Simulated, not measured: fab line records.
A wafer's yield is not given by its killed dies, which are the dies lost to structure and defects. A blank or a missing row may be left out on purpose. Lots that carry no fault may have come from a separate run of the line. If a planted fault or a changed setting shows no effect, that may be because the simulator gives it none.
8D (eight disciplines) problem report, filled in by code    flow nand-harc    the parts of the form that need people (team, actions taken, sign-off) are left out

1. WHAT IS WRONG
Wafers without a fault read 141.4 s, standard deviation 0.56; run-length-s at NHARC_A_WL_FILL_ETCHBACK_04 reads a mean of 132.3 s on 2 wafers belonging to 2 lots. That is -16 standard deviations from the usual mean.
The step: etches the open film in NF3, target depth 60 nm, time 120 s.
First observed at day 17 05:50: wafer L830.3, on rie-metal-03. The record holds 38 wafers of 13 lots with a number at this step. The rule behind "out" and "out of limits": a value lying over 4 standard deviations away from the usual mean. Any other wafer with a number is counted as sound.

2. WHAT IT IS; WHAT IT IS NOT
question                     is                 is not
which readings at this step  run-length-s       drypump-motor-current-A
which lots                   L830, L835         L824, L825, L826, L828, L831, L841, L843, L844, L845, L846, L847
which wafers of those lots   L830.3, L835.3     L830.5, L830.6, L835.6
read on which tools          rie-metal-03       rie-metal-01, rie-metal-02
when                         from day 17 05:50  up to then (17 sound wafers); but 19 sound wafers of L835, L841, L843, L844, L845, L846, L847 came after

3. WHAT RULES OUT EACH SUSPECT
Counting: if a tool at a process step up to the reading ran every lot that is out, it stays a suspect. Sound lots after the first of them don't rule it out here, since some wafers of a struck lot are sound.
- rie-diel-06 at NHARC_A_SLIT_ETCH_15 (etches the open film in O2/COS, target depth 3200 nm, time 832 s): kept. It ran every lot that is out, first L830 (day 17 03:23); its last sound lot up to then is L828 (day 15 17:59). With no start given for some of its lots, NHARC_A_SLIT_ETCH_15 uses the hours and lot order of NHARC_A_WL_FILL_CVD_03.
- rie-metal-03 at NHARC_A_WL_FILL_ETCHBACK_04 (etches the open film in NF3, target depth 60 nm, time 120 s): kept. It ran every lot that is out, first L830 (day 17 05:50); its last sound lot up to then is L831 (day 17 02:56). Its own run-length-s readings are out on those wafers.
What counting leaves: rie-diel-06 at NHARC_A_SLIT_ETCH_15 and rie-metal-03 at NHARC_A_WL_FILL_ETCHBACK_04.

4. THE CAUSE (what the simulator had put in)
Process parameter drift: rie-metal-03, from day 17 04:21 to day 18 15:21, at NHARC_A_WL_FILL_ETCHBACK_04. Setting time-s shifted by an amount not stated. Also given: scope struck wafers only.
Counting leaves 2 suspects; this tool is one of them.

5. THE EFFECT CHAIN, in route order
Each row: a reading whose mean over the struck wafers that have a number lies more than 3 standard deviations from the usual. Readings are gone through only where the record gives a usual standard deviation; hours: the median, over the lots, of the time from a lot's start at the first step in this table giving one to that lot's start at this step; sigmas: the change measured in usual standard deviations.
hours  step                         reading       usual    on struck wafers  change  sigmas
0      NHARC_A_WL_FILL_ETCHBACK_04  run-length-s  141.4 s  132.3             -9.1    -16
The process steps in it:
- NHARC_A_WL_FILL_ETCHBACK_04: etches the open film in NF3, target depth 60 nm, time 120 s.

6. WHAT WOULD HAVE CAUGHT IT SOONER
In this record the first reading out of limits was taken at day 17 05:50, 1 hour after the fault began at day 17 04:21.
